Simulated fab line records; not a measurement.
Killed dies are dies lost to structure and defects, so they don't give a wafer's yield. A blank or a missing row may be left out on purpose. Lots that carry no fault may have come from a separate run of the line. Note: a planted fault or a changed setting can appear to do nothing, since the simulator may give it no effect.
A struck lot beside a sound one -- flow nandHarc -- 14 out of 1159 route steps
Sound: wafers L328.1, L328.4, L328.5. The struck wafers were L343.2, L343.3, L343.5. The cause is given at the end.
Each step with rows lists, per side, the tool, then ch with its chambers, then its first start. Under that, the readings that differ: sound wafers -- struck wafers -- difference of the means -- sigmas: that difference in standard deviations of wafers without a fault.
alike: words and numbers the same on both sides, and readings whose means are apart by under 2 such deviations; not compared: readings that were withheld, readings missing a value for some wafer, numbers with overlapping values and no deviation given by the record, and bounds like >300 which may hide the same value.
Wherever a step has rows on one side only, a row that says differs or no value, or a row with sigmas, the two part there. Numbers that have no deviation but don't overlap get no sigmas and don't part them. A reading missing from all wafers of one side parts the sides only when that side holds two or more wafers.

NHARC_P_M1_CMP_23: polishes, t overpolish 20 s, target thk 157.82 nm.
  sound on cmp-02 ch 1,2,3, day 7 09:01; struck on cmp-04 ch 0,2,3, day 10 17:01
  alike: motorCurrentA, timeToEndpointS
NHARC_P_M1_THK_MEAS_24: measures by xrf.
  struck on filmMetro-02, day 10 17:18; sound on filmMetro-01, day 7 09:19
  alike: thkNm
next, for these wafers, 1 step has no rows: NHARC_P_M1_SRD_25.
NHARC_P_M1_INSPECT_27:
  struck on defectInspect-02, day 10 17:27; sound on defectInspect-01, day 7 09:28
  alike: rawDefectCount
NHARC_P_M1_PRE_CLEAN_32: time 12 s.
  sound on pecvd-04 ch 0,1,2, day 7 09:34; struck on pecvd-01 ch 0,2, day 10 17:31
  alike: heaterPowerW
NHARC_P_M1_DEP_33: deposits SiCN, target thk 30 nm.
  sound on pecvd-04 ch 0,1,2, day 7 09:42; struck on pecvd-01 ch 0,2, day 10 17:36
  alike: chamberPressureTorr, heaterPowerW
then, 5 steps without rows for these wafers: NHARC_P_M2_DEP_00 (deposits SiOC, target thk 182.5 nm); NHARC_P_M2_DEHYDRATE_01 (time 120 s); NHARC_P_M2_HMDS_02 (time 30 s); NHARC_P_M2_COAT_34 (time 65 s); NHARC_P_M2_COAT_03 (resist thk 90 nm).
NHARC_P_M2_SOFTBAKE_04: time 55 s.
  sound on lithoTrack-01 ch 0, day 7 10:00; struck on lithoTrack-01 ch 0, day 10 18:00
reading,sound,struck,difference,sigmas
heaterPowerTotalW (W),188.76 188.48 188.38,179.30 179.75 179.33,-9.08,-65
next, for these wafers, 1 step has no rows: NHARC_P_M2_EBR_05.
-- record jumps: 13 days between struck wafers' starts before vs after; left off in module P_M2, resumes in module END, first step shown is number 1159 of the route --
NHARC_END_SORT_01:
  sound on prober-01 ch 0, day 20 08:25; struck on prober-02 ch 0, day 23 22:31
  alike: defectLimitedYield, killedAtArray, killedAtOther, killedAtPeriphery, killedDies, killedOpen, killedShort, sort_bin_2_pct, sort_bin_3_pct, sort_bin_4_pct, sortNPass, sortRimYieldPct, sortYieldPct

== WHERE THEY PART ==
Only at NHARC_P_M2_SOFTBAKE_04, as far as this record shows. Later steps at which nothing parts them and some readings are alike: NHARC_END_SORT_01.

WHY: what the simulator had put in
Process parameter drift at NHARC_P_M2_SOFTBAKE_04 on lithoTrack-01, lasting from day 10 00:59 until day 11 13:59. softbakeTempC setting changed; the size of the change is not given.
